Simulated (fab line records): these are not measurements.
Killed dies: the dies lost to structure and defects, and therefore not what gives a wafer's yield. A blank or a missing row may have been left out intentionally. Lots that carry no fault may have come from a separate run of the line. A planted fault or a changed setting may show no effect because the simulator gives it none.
What tool caused it? / flow nand harc / 21 wafers from 7 lots sampled at 4 of the route's 1302 steps

## WHAT THE GAUGES SHOWED, per wafer
NHARC_A_SGD_CUT_INSPECT_11.
lot=L325; measured=day 19 14:46; on=defect inspect-01; raw defect count=20 30 15
lot=L331; measured=day 21 20:23; on=defect inspect-01; raw defect count=74 62 54
lot=L333; measured=day 22 23:02; on=defect inspect-02; raw defect count=17 25 18
lot=L336; measured=day 23 15:29; on=defect inspect-02; raw defect count=88 70 78
lot=L340; measured=day 24 19:35; on=defect inspect-02; raw defect count=59 72 56
lot=L338; measured=day 25 00:38; on=defect inspect-02; raw defect count=86 80 102
lot=L342; measured=day 26 11:17; on=defect inspect-01; raw defect count=20 20 27

## EACH LOT AND THE TOOL THAT RAN IT (in order: tool; ch and the chambers of the sampled wafers; start)
lot=L325; NHARC_A_STAIRCASE_CMP_450=cmp-03 ch 0,1,3, day 19 12:03; NHARC_A_STAIRCASE_ETCHBACK_157=rie diel-11 ch 1,2,3, day 19 12:58; NHARC_A_SGD_CUT_DEP_00=pecvd-02 ch 0,1,2, day 19 13:56
lot=L331; NHARC_A_STAIRCASE_CMP_450=cmp-04 ch 0,2, day 21 17:46; NHARC_A_STAIRCASE_ETCHBACK_157=rie diel-13 ch 1,2,3, day 21 18:42; NHARC_A_SGD_CUT_DEP_00=pecvd-03 ch 1,2, day 21 19:44
lot=L333; NHARC_A_STAIRCASE_CMP_450=cmp-03 ch 0,1, day 22 19:54; NHARC_A_STAIRCASE_ETCHBACK_157=rie diel-11 ch 1,3, day 22 20:47; NHARC_A_SGD_CUT_DEP_00=pecvd-01 ch 1,2, day 22 22:13
lot=L336; NHARC_A_STAIRCASE_CMP_450=cmp-03 ch 0,1,2, day 23 12:47; NHARC_A_STAIRCASE_ETCHBACK_157=rie diel-11 ch 0,1,3, day 23 13:44; NHARC_A_SGD_CUT_DEP_00=pecvd-02 ch 0,1,2, day 23 14:44
lot=L340; NHARC_A_STAIRCASE_CMP_450=cmp-03 ch 0,1, day 24 16:32; NHARC_A_STAIRCASE_ETCHBACK_157=rie diel-09 ch 0,1, day 24 17:32; NHARC_A_SGD_CUT_DEP_00=pecvd-03 ch 1,2, day 24 18:52
lot=L338; NHARC_A_STAIRCASE_CMP_450=cmp-01 ch 1,2, day 24 21:48; NHARC_A_STAIRCASE_ETCHBACK_157=rie diel-11 ch 1,2, day 24 22:47; NHARC_A_SGD_CUT_DEP_00=pecvd-02 ch 1,2, day 24 23:49
lot=L342; NHARC_A_STAIRCASE_CMP_450=cmp-03 ch 1,3, day 26 08:35; NHARC_A_STAIRCASE_ETCHBACK_157=rie diel-13 ch 1,2,3, day 26 09:28; NHARC_A_SGD_CUT_DEP_00=pecvd-03 ch 0,2, day 26 10:28
- NHARC_A_STAIRCASE_CMP_450: polishes SiO2, target thk 200 nm.
- NHARC_A_STAIRCASE_ETCHBACK_157: etches the open film in CH3F/O2, target depth 90 nm, time 167.14 s.
- NHARC_A_SGD_CUT_DEP_00: deposits SiNx, target thk 50 nm.

## THE ANSWER, worked out from the rows above alone
Rule: what is usual is taken from the lots themselves. Put in order of their means at a reading, lots are off if they are a third of the lots or fewer, leave a main group of 4 or more, and stand apart from it by a gap of 3 or more times the standard deviation of the main group's means; of several such gaps the widest counts. A main group whose means are all the same, to the digits that the tables above print for the reading, isn't used. A lot without any number at a reading at which 4 lots or more have one is off too. Any other lot the step has rows for is counted as sound.
No lot is off on any of the readings shown, so nothing can be concluded from this.

## WHAT WAS PUT IN BY THE SIMULATOR
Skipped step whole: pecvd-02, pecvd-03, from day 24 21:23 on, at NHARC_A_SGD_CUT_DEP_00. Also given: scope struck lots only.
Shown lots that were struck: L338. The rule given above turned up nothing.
